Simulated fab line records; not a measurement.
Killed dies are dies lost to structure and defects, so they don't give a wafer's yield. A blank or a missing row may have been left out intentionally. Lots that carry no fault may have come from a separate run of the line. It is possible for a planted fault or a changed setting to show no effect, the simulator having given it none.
Chamber matching :: flow nand_harc :: NHARC_A_WL_FILL_STRIP_29 on rie_diel-04: 4 sister chambers
The step strips in O2, time 20 s. 27 wafers are shown with their chamber, then 12 later ones without.

## WAFERS WITH THEIR CHAMBER
wafer: L076.2
chamber: 0
showerhead_plenum_p_Torr (Torr): 3.61
drypump_motor_current_A (A): 6.1
oes_product_au (a.u.): 1.001

wafer: L076.4
chamber: 1
showerhead_plenum_p_Torr (Torr): 3.62
drypump_motor_current_A (A): 5.6
oes_product_au (a.u.): 1.008

wafer: L076.6
chamber: 0
showerhead_plenum_p_Torr (Torr): 3.61
drypump_motor_current_A (A): 6.0
oes_product_au (a.u.): 0.989

wafer: L078.1
chamber: 2
showerhead_plenum_p_Torr (Torr): 3.52
drypump_motor_current_A (A): 6.3
oes_product_au (a.u.): 1.009

wafer: L078.3
chamber: 3
showerhead_plenum_p_Torr (Torr): 3.73
drypump_motor_current_A (A): 5.3
oes_product_au (a.u.): 0.994

wafer: L078.6
chamber: 2
showerhead_plenum_p_Torr (Torr): 3.52
drypump_motor_current_A (A): 6.3
oes_product_au (a.u.): 1.021

wafer: L079.3
chamber: 2
showerhead_plenum_p_Torr (Torr): 3.52
drypump_motor_current_A (A): 6.3
oes_product_au (a.u.): 0.998

wafer: L079.5
chamber: 2
showerhead_plenum_p_Torr (Torr): 3.52
drypump_motor_current_A (A): 6.3
oes_product_au (a.u.): 1.012

wafer: L079.6
chamber: 3
showerhead_plenum_p_Torr (Torr): 3.73
drypump_motor_current_A (A): 5.3
oes_product_au (a.u.): 0.995

wafer: L080.1
chamber: 0
showerhead_plenum_p_Torr (Torr): 3.61
drypump_motor_current_A (A): 6.1
oes_product_au (a.u.): 1.003

wafer: L080.2
chamber: 3
showerhead_plenum_p_Torr (Torr): 3.72
drypump_motor_current_A (A): 5.3
oes_product_au (a.u.): 0.994

wafer: L080.3
chamber: 2
showerhead_plenum_p_Torr (Torr): 3.52
drypump_motor_current_A (A): 6.3
oes_product_au (a.u.): 1.009

wafer: L080.4
chamber: 1
showerhead_plenum_p_Torr (Torr): 3.62
drypump_motor_current_A (A): 5.5
oes_product_au (a.u.): 0.993

wafer: L080.5
chamber: 3
showerhead_plenum_p_Torr (Torr): 3.72
drypump_motor_current_A (A): 5.3
oes_product_au (a.u.): 1.004

wafer: L080.6
chamber: 2
showerhead_plenum_p_Torr (Torr): 3.52
drypump_motor_current_A (A): 6.3
oes_product_au (a.u.): 1.002

wafer: L081.2
chamber: 0
showerhead_plenum_p_Torr (Torr): 3.61
drypump_motor_current_A (A): 6.1
oes_product_au (a.u.): 0.992

wafer: L081.4
chamber: 3
showerhead_plenum_p_Torr (Torr): 3.72
drypump_motor_current_A (A): 5.3
oes_product_au (a.u.): 0.972

wafer: L081.5
chamber: 3
showerhead_plenum_p_Torr (Torr): 3.72
drypump_motor_current_A (A): 5.3
oes_product_au (a.u.): 0.974

wafer: L085.1
chamber: 1
showerhead_plenum_p_Torr (Torr): 3.62
drypump_motor_current_A (A): 5.5
oes_product_au (a.u.): 1.013

wafer: L085.2
chamber: 3
showerhead_plenum_p_Torr (Torr): 3.72
drypump_motor_current_A (A): 5.3
oes_product_au (a.u.): 0.996

wafer: L085.3
chamber: 0
showerhead_plenum_p_Torr (Torr): 3.61
drypump_motor_current_A (A): 6.0
oes_product_au (a.u.): 0.997

wafer: L086.1
chamber: 3
showerhead_plenum_p_Torr (Torr): 3.72
drypump_motor_current_A (A): 5.3
oes_product_au (a.u.): 0.985

wafer: L086.3
chamber: 1
showerhead_plenum_p_Torr (Torr): 3.62
drypump_motor_current_A (A): 5.6
oes_product_au (a.u.): 1.012

wafer: L086.4
chamber: 0
showerhead_plenum_p_Torr (Torr): 3.61
drypump_motor_current_A (A): 6.1
oes_product_au (a.u.): 0.996

wafer: L088.1
chamber: 1
showerhead_plenum_p_Torr (Torr): 3.62
drypump_motor_current_A (A): 5.5
oes_product_au (a.u.): 1.002

wafer: L088.4
chamber: 2
showerhead_plenum_p_Torr (Torr): 3.52
drypump_motor_current_A (A): 6.4
oes_product_au (a.u.): 1.009

wafer: L088.5
chamber: 2
showerhead_plenum_p_Torr (Torr): 3.52
drypump_motor_current_A (A): 6.3
oes_product_au (a.u.): 1.005

SIGNATURES (means of the wafers above)
reading: showerhead_plenum_p_Torr
chamber 0: 3.6100
chamber 1: 3.6200
chamber 2: 3.5200
chamber 3: 3.7225
scatter within a chamber: 0.00255

reading: drypump_motor_current_A
chamber 0: 6.067
chamber 1: 5.540
chamber 2: 6.312
chamber 3: 5.300
scatter within a chamber: 0.0385

reading: oes_product_au
chamber 0: 0.99633
chamber 1: 1.00560
chamber 2: 1.00812
chamber 3: 0.98925
scatter within a chamber: 0.00843
Rule: distance of a wafer from a chamber = root of the sum over the readings of ((wafer's reading minus chamber's mean) / reading's scatter) squared. The wafer belongs to the nearest chamber; if the next one is less than 2 further off, it can't be placed. The scatter is the square root of a quotient: the sum, over the shown wafers, of each reading's squared deviation from its chamber's mean, divided by wafers minus chambers.

## WAFERS WITH NO CHAMBER GIVEN
wafer: L089.2
showerhead_plenum_p_Torr (Torr): 3.52
drypump_motor_current_A (A): 6.4
oes_product_au (a.u.): 1.012

wafer: L089.4
showerhead_plenum_p_Torr (Torr): 3.61
drypump_motor_current_A (A): 6.1
oes_product_au (a.u.): 0.995

wafer: L089.5
showerhead_plenum_p_Torr (Torr): 3.52
drypump_motor_current_A (A): 6.4
oes_product_au (a.u.): 1.006

wafer: L091.2
showerhead_plenum_p_Torr (Torr): 3.72
drypump_motor_current_A (A): 5.3
oes_product_au (a.u.): 1.003

wafer: L091.4
showerhead_plenum_p_Torr (Torr): 3.52
drypump_motor_current_A (A): 6.3
oes_product_au (a.u.): 0.999

wafer: L091.5
showerhead_plenum_p_Torr (Torr): 3.62
drypump_motor_current_A (A): 5.5
oes_product_au (a.u.): 1.007

wafer: L096.1
showerhead_plenum_p_Torr (Torr): 3.61
drypump_motor_current_A (A): 5.5
oes_product_au (a.u.): 1.013

wafer: L096.3
showerhead_plenum_p_Torr (Torr): 3.61
drypump_motor_current_A (A): 6.1
oes_product_au (a.u.): 0.993

wafer: L096.4
showerhead_plenum_p_Torr (Torr): 3.72
drypump_motor_current_A (A): 5.3
oes_product_au (a.u.): 1.002

wafer: L095.2
showerhead_plenum_p_Torr (Torr): 3.61
drypump_motor_current_A (A): 5.5
oes_product_au (a.u.): 1.011

wafer: L095.4
showerhead_plenum_p_Torr (Torr): 3.61
drypump_motor_current_A (A): 6.0
oes_product_au (a.u.): 0.990

wafer: L095.5
showerhead_plenum_p_Torr (Torr): 3.61
drypump_motor_current_A (A): 6.0
oes_product_au (a.u.): 0.990

## EACH ONE'S CHAMBER
wafer: L089.2
from the rows above: 2
in truth: 2

wafer: L089.4
from the rows above: 0
in truth: 0

wafer: L089.5
from the rows above: 2
in truth: 2

wafer: L091.2
from the rows above: 3
in truth: 3

wafer: L091.4
from the rows above: 2
in truth: 2

wafer: L091.5
from the rows above: 1
in truth: 1

wafer: L096.1
from the rows above: 1
in truth: 1

wafer: L096.3
from the rows above: 0
in truth: 0

wafer: L096.4
from the rows above: 3
in truth: 3

wafer: L095.2
from the rows above: 1
in truth: 1

wafer: L095.4
from the rows above: 0
in truth: 0

wafer: L095.5
from the rows above: 0
in truth: 0
Placed correctly: 12 of 12. Can't be placed from these rows: 0. Placed wrongly: 0.
